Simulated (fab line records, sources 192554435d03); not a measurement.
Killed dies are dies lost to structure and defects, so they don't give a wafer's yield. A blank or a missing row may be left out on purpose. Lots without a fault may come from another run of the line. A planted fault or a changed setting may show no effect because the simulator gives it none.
One fault seen from 2 desks | flow n5_finfet | each desk has only its own numbers; what lay behind them comes last

THE TOOL OWNER'S DESK: ald_metal-03
The tool's own readings at N5_BEOL_M0_ALD_136 (deposits TaN, pulse time 2 s, purge time 3 s, co reactant purge time 2 s): means of the sampled wafers that have a number, for each lot that ran on this tool. A lot is out of limits, marked OUT, if its mean lies more than 4 standard deviations from the usual mean; the brackets give that distance.
Columns: A = heater_power_w at N5_BEOL_M0_ALD_136, usual 390 W; B = mfc_carrier_sccm at N5_BEOL_M0_ALD_136, usual 1500 sccm; C = susceptor_temp_C at N5_BEOL_M0_ALD_136, usual 275.02 C
lot  | first seen here | A   | B    | C
L318 | day 7 05:14     | 411 | 1499 | 274.95
L330 | day 10 07:23    | 345 | 1500 | -
L333 | day 10 14:59    | 401 | 1498 | 275.07
This desk's finding: nothing out of limits on any of the 3 lots.

THE METROLOGY DESK
What the gauges read, lot by lot, whatever tool the lot ran on: means of the sampled wafers that have a number. A lot is out of limits, marked OUT, if its mean lies more than 4 standard deviations from the usual mean; the brackets give that distance. Of its 11 readings 7 are shown: those that lie furthest out on some lot.
Columns: A = trench_depth_nm at N5_BEOL_M0_OCD_MEAS_108, usual 32.7 nm; B = IOFF_P at N5_BEOL_M4_RC_MEAS_101, usual 0.211 nA/um; C = ION_N at N5_BEOL_M4_RC_MEAS_101, usual 672 uA/um; D = ION_P at N5_BEOL_M4_RC_MEAS_101, usual 462 uA/um; E = SS_N at N5_BEOL_M4_RC_MEAS_101, usual 71.5 mV/dec; F = VT_N at N5_BEOL_M4_RC_MEAS_101, usual 249.9 mV; G = VT_P at N5_BEOL_M4_RC_MEAS_101, usual -249.8 mV
lot  | first seen here | A    | B     | C   | D   | E    | F     | G
L315 | day 6 11:56     | 32.1 | 0.185 | 675 | 458 | 71.6 | 247.7 | -252.5
L318 | day 7 03:50     | 33.1 | 0.185 | 669 | 464 | 71.1 | 250.6 | -251.7
L330 | day 10 06:42    | 33.0 | 0.205 | 682 | 466 | 71.4 | 249.5 | -249.0
L333 | day 10 14:23    | 33.0 | 0.229 | 680 | 468 | 71.8 | 246.3 | -246.8
L335 | day 11 12:08    | 32.1 | 0.206 | 674 | 457 | 72.2 | 249.1 | -249.9
L336 | day 11 17:10    | 32.4 | 0.224 | 673 | 463 | 72.3 | 249.6 | -248.8
This desk's finding: nothing out of limits on any of the 6 lots.

PUT TOGETHER
The tool owner's desk saw nothing out of limits.
The metrology desk saw nothing out of limits.

WHAT THE SIMULATOR HAD PUT IN
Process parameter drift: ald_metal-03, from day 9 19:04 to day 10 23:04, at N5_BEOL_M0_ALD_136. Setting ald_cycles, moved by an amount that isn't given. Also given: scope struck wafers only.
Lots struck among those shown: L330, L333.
